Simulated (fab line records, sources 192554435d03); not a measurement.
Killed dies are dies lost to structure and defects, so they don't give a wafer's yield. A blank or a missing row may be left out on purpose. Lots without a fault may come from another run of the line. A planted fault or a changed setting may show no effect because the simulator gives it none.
Split-lot experiment | flow n5_finfet | 7 lots, 39 wafers read, on a route of 1938 steps

THE SPLIT
At N5_FIN_SAQP_SPACER1_ALD_24 (deposits SiO2, target thk 20.3 nm, pulse time 1 s, purge time 2 s), the setting ald_cycles was moved away from the recipe's 218 on 12 of the 39 wafers read, by -45.9% to +57.8%. The other wafers ran this setting at the recipe's value.

FROM THE SPLIT TO THE READING: what the file shows between them, 2 steps
- N5_FIN_SAQP_SPACER1_ETCHBACK_25: etches SiO2 in CHF3/O2, target depth 24.4 nm, time 12.2 s
- N5_FIN_SAQP_MANDREL1_REMOVE_56: chemistry HBr/Cl2/O2, target a-Si, stops on SiNx, bt time 10 s

THE READING
cd_nm, in nm, at N5_FIN_SAQP_CD_MEAS_27 (target cd 20 nm). Fault-free wafers of this fab line usually give 20.28 nm, standard deviation 0.22 nm.

wafer  | tool, chamber at the split | ald_cycles as run | against the recipe | cd_nm, nm | against lot-mates on the recipe
L077.1 | ald_sin-01, 2,3,1,2,3      | 218               | recipe             | 20.69     | -
L077.2 | ald_sin-01, 2,3,1,2,3      | 218               | recipe             | 20.25     | -
L077.3 | ald_sin-01, 0              | 218               | recipe             | 20.26     | -
L077.4 | ald_sin-01, 2,3,1,2,3      | 218               | recipe             | 20.50     | -
L077.5 | ald_sin-01, 2,3,1,2,3      | 218               | recipe             | 19.92     | -
L077.6 | ald_sin-01, 2,3,1,2,3      | 218               | recipe             | 20.19     | -
L078.1 | ald_sin-03, 0              | 218               | recipe             | 20.40     | -
L078.2 | ald_sin-03, 2,1            | 218               | recipe             | 20.31     | -
L078.3 | ald_sin-03, 2,1            | 218               | recipe             | 20.36     | -
L078.4 | ald_sin-03, 3,1,0          | 118               | -45.9%             | 11.00     | -9.36
L078.5 | ald_sin-03, 3,1,0          | 118               | -45.9%             | 10.69     | -9.67
L078.6 | ald_sin-03, 3,1,0          | 118               | -45.9%             | 10.88     | -9.48
L081.1 | ald_sin-04, 0,3,3          | 174               | -20.2%             | 15.82     | -4.49
L081.2 | ald_sin-04, 1              | 218               | recipe             | 20.04     | -
L081.3 | ald_sin-04, 0,3,3          | 174               | -20.2%             | 16.42     | -3.89
L081.4 | ald_sin-04, 2,0            | 218               | recipe             | 20.56     | -
L081.5 | ald_sin-04, 0,3,3          | 174               | -20.2%             | 16.15     | -4.16
L081.6 | ald_sin-04, 2,0            | 218               | recipe             | 20.32     | -
L085.1 | ald_sin-01, 0              | 218               | recipe             | 20.62     | -
L085.2 | ald_sin-01, 1,3            | 218               | recipe             | 20.19     | -
L085.4 | ald_sin-01, 1,3            | 218               | recipe             | 20.25     | -
L086.1 | ald_sin-03, 1,2,3          | 344               | +57.8%             | 31.95     | +11.63
L086.2 | ald_sin-03, 1,2,3          | 344               | +57.8%             | 31.74     | +11.42
L086.3 | ald_sin-03, 0              | 218               | recipe             | 20.33     | -
L086.4 | ald_sin-03, 3,2            | 218               | recipe             | 20.28     | -
L086.5 | ald_sin-03, 3,2            | 218               | recipe             | 20.35     | -
L086.6 | ald_sin-03, 1,2,3          | 344               | +57.8%             | 32.04     | +11.72
L095.1 | ald_sin-04, 0              | 299               | +37.2%             | 27.70     | +7.27
L095.2 | ald_sin-04, 1,3            | 299               | +37.2%             | 27.88     | +7.45
L095.3 | ald_sin-04, 1,3            | 299               | +37.2%             | 27.67     | +7.24
L095.4 | ald_sin-04, 2              | 218               | recipe             | 20.50     | -
L095.5 | ald_sin-04, 2              | 218               | recipe             | 20.45     | -
L095.6 | ald_sin-04, 1              | 218               | recipe             | 20.34     | -
L096.1 | ald_sin-01, 3,2,1,2        | 218               | recipe             | 20.00     | -
L096.2 | ald_sin-01, 3,2,1,2        | 218               | recipe             | 20.40     | -
L096.3 | ald_sin-01, 0,1            | 218               | recipe             | 20.52     | -
L096.4 | ald_sin-01, 0,1            | 218               | recipe             | 20.29     | -
L096.5 | ald_sin-01, 3,2,1,2        | 218               | recipe             | 20.18     | -
L096.6 | ald_sin-01, 3,2,1,2        | 218               | recipe             | 20.36     | -
Where a row lists several chambers, the file gives one row for several wafers and doesn't say which wafer went through which chamber.

THE FIT
A straight line over all 39 wafers: cd_nm changes by +0.203 nm for each +1% of ald_cycles; r = +1.00; the points scatter about the line by 0.19 nm.
The same after taking each lot's own level away (the mean of its wafers on the recipe; 39 wafers): +0.202 nm for each +1%; r = +1.00; scatter 0.19 nm.
On that fit, the largest move of ald_cycles shifts the reading by 12 nm.
The lots' own levels span 20.292 to 20.430 nm, that is 0.6 times the standard deviation above.
So the lot-to-lot level changes the slope little: the two slopes agree.
Check: with one of the wafers moved furthest among these (+57.8%) left out of the fit, the line predicts +11.6 nm for it against its lot-mates. It came out at +11.6 nm against them.

OTHER SPLITS ON THESE WAFERS
These wafers also went through other splits before the reading. Each is held against what the fit with the lots' levels taken away leaves over:
other split on the same wafers | wafers away from the commonest value | r with cd_nm (lot level and that fit taken away)
N5_ZERO_LAYER_PECVD_02 time_s  | 15                                   | +0.09

THE WHOLE CHAIN: every reading that the file lists as answering this split, in the file's order
step                           | what it does                                                      | reading                                                                                 | change (the file's fit)               | r (the file's)
N5_FIN_SAQP_SPACER1_ALD_24     | deposits SiO2, target thk 20.3 nm, pulse time 1 s, purge time 2 s | SiO2_of_FIN_SAQP_SPACER1_ALD_24.thk_nm (the simulator's own value, which no gauge read) | +0.202 nm for each +1% of the setting | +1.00
N5_FIN_SAQP_MANDREL1_REMOVE_56 | chemistry HBr/Cl2/O2, target a-Si, stops on SiNx, bt time 10 s    | FIN_SAQP.cd_nm (the simulator's own value, which no gauge read)                         | +0.203 nm for each +1% of the setting | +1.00
N5_FIN_SAQP_CD_MEAS_27         | target cd 20 nm                                                   | cd_nm                                                                                   | +0.202 nm for each +1% of the setting | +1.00

THE FILE'S OWN FIT
cd_nm changes by +0.202 nm for each +1% of ald_cycles, r = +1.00.
